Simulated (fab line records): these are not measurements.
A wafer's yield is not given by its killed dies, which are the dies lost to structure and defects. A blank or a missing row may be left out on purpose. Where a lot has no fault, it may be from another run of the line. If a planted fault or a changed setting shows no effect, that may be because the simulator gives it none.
Chamber matching	flow n5-finfet	4 sister chambers for N5_BEOL_M9_STRIP_19 on rie-diel-05
The step strips in O2. 18 wafers are shown with their chamber, then 9 later ones without.

WAFERS, EACH WITH ITS CHAMBER
wafer	chamber	drypump-motor-current-A (A)	showerhead-plenum-p-Torr (Torr)	throttle-valve-pct (%)
L076.1	2	5.6	2.00	16.52
L076.2	0	5.1	2.16	17.03
L076.4	3	5.8	2.15	16.85
L079.2	1	5.8	2.17	16.41
L079.3	0	5.1	2.16	17.05
L079.4	2	5.6	2.00	16.52
L088.1	2	5.6	1.99	16.56
L088.3	1	5.8	2.16	16.49
L088.4	0	5.1	2.15	16.65
L089.1	3	5.7	2.15	16.41
L089.2	0	5.1	2.15	16.65
L089.3	2	5.6	1.99	16.58
L089.4	1	5.8	2.16	16.47
L089.5	3	5.7	2.15	16.41
L089.6	0	5.1	2.15	16.62
L091.1	3	5.7	2.15	16.43
L091.2	0	5.1	2.15	16.64
L091.6	2	5.6	1.99	16.57

SIGNATURES (averages over the wafers above)
reading	chamber 0	chamber 1	chamber 2	chamber 3	scatter within a chamber
drypump-motor-current-A	5.100	5.800	5.600	5.725	0.0231
showerhead-plenum-p-Torr	2.1533	2.1633	1.9940	2.1500	0.00478
throttle-valve-pct	16.7733	16.4567	16.5500	16.5250	0.161
Rule: a wafer's distance from a chamber is the root of the sum, over the readings, of the square of ((its reading less the chamber's mean) divided by the reading's scatter). The wafer belongs to the nearest chamber; if the next one is less than 2 further off, it can't be placed. How the scatter is found: for the shown wafers, subtract from each reading the mean of its chamber, square and add these, divide the total by (wafers less chambers), then take the root.

WAFERS WHOSE CHAMBER IS MISSING
wafer	drypump-motor-current-A (A)	showerhead-plenum-p-Torr (Torr)	throttle-valve-pct (%)
L093.4	5.7	2.14	16.44
L093.5	5.7	2.14	16.42
L093.6	5.1	2.15	16.64
L092.3	5.8	2.16	16.50
L092.4	5.7	2.14	16.44
L092.5	5.1	2.15	16.65
L094.2	5.1	2.15	16.68
L094.5	5.1	2.15	16.67
L094.6	5.7	2.14	16.44

THE CHAMBER EACH PASSED THROUGH
wafer	from the rows above	in truth
L093.4	3	3
L093.5	3	3
L093.6	0	0
L092.3	1	1
L092.4	3	3
L092.5	0	0
L094.2	0	0
L094.5	0	0
L094.6	3	3
Correctly placed: 9 of 9. Not placeable from these rows: 0. Wrongly placed: 0.
